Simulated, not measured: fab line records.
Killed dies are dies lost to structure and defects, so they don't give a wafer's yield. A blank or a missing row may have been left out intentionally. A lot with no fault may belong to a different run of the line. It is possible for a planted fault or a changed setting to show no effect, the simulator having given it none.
What tool caused it? :: flow n5Finfet :: 12 lots, 36 wafers sampled, at 1 step of a route of 1938

## WHAT THE GAUGES READ, wafer by wafer
N5_BEOL_M3_INSPECT_59: inspects for defects (darkfield).
lot: L075
measured: day 7 12:23
on: defectInspect-01
rawDefectCount: 53 95 77

lot: L077
measured: day 8 02:53
on: defectInspect-02
rawDefectCount: 92 56 123

lot: L079
measured: day 8 10:28
on: defectInspect-02
rawDefectCount: 100 83 92

lot: L081
measured: day 9 05:53
on: defectInspect-02
rawDefectCount: 72 71 92

lot: L083
measured: day 9 18:36
on: defectInspect-02
rawDefectCount: 83 80 71

lot: L085
measured: day 10 03:01
on: defectInspect-01
rawDefectCount: 60 75 73

lot: L088
measured: day 10 17:48
on: defectInspect-02
rawDefectCount: 57 55 105

lot: L089
measured: day 11 00:02
on: defectInspect-01
rawDefectCount: 53 70 72

lot: L091
measured: day 11 10:29
on: defectInspect-02
rawDefectCount: 57 70 86

lot: L094
measured: day 12 17:11
on: defectInspect-02
rawDefectCount: 56 54 85

lot: L095
measured: day 12 20:22
on: defectInspect-01
rawDefectCount: 45 39 28

lot: L097
measured: day 13 06:46
on: defectInspect-01
rawDefectCount: 40 48 94

## TOOL THAT RAN EACH LOT (tool first, then ch and the chambers of the sampled wafers, then the start)
The record shows no process step preceding these readings.

## THE ANSWER, worked out from the rows above alone
Rule: usual is defined by the lots themselves. The widest of any qualifying gaps counts: lots, ordered by their means at a reading, are off when they make up no more than a third of the lots, leave a main group of 4 or more, and stand apart from it by 3 or more times the standard deviation of that group's means. A main group is skipped when, at the precision printed for the reading in the tables above, its means are all equal. Also off: a lot with no number at a reading for which 4 or more lots have one. Where the step has rows for the other lots, those lots are counted as sound.
Nothing can be told from this: no lot is off at any reading shown.

## WHAT HAD BEEN PUT IN BY THE SIMULATOR
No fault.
